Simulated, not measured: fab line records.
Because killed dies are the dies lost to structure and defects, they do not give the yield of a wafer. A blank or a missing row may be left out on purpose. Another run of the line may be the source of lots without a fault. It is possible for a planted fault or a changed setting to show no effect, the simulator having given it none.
Matching of chambers -- flow n5Finfet -- aldSin-01 running N5_MOL_CONTACT_COAG_ALD_131: 4 sister chambers
The step deposits SiO2, target thk 5 nm, pulse time 1 s, co reactant pulse time 1 s. 8 wafers are shown with their chamber, then 11 later ones without.

EACH WAFER AND ITS CHAMBER
wafer,chamber,heaterPowerW (W),precursorPulseHeightRel
L077.3,3,74,1.004
L080.3,1,79,1.035
L080.4,0,67,1.005
L080.5,3,76,0.967
L082.2,2,74,1.034
L082.5,0,67,0.988
L082.6,1,77,1.003
L084.1,2,72,1.016

WAFERS WHOSE CHAMBER IS MISSING
wafer,heaterPowerW (W),precursorPulseHeightRel
L084.3,77,0.995
L084.5,77,0.999
L087.2,66,0.992
L087.4,76,1.047
L087.5,76,0.998
L088.2,66,1.021
L088.3,78,1.004
L088.6,78,0.991
L092.2,66,0.968
L092.4,75,1.002
L092.5,75,0.996

CHAMBER TAKEN BY EACH
wafer,from the rows above,in truth
L084.3,can't be placed: 1 or 3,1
L084.5,can't be placed: 1 or 3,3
L087.2,0,0
L087.4,can't be placed: 1 or 2 or 3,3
L087.5,can't be placed: 3 or 1 or 2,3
L088.2,0,0
L088.3,can't be placed: 1 or 3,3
L088.6,can't be placed: 1 or 3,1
L092.2,0,0
L092.4,can't be placed: 3 or 2 or 1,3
L092.5,can't be placed: 3 or 2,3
Placed correctly: 3 of 11. Can't be placed from these rows: 8 (the true chamber is among the candidates in 8). Number placed wrongly: 0.
How it was worked out, from the rows above alone: a wafer's distance from a chamber is the root of the sum, over the readings, of the square of ((its reading less the chamber's mean) divided by the reading's scatter). The wafer belongs to the nearest chamber; if the next one is less than 2 further off, it can't be placed. For every chamber, the mean is computed from those of its wafers that are shown. The scatter: the root of (the sum of the squares of (reading less its chamber's mean) over the shown wafers, divided by (wafers less chambers)).
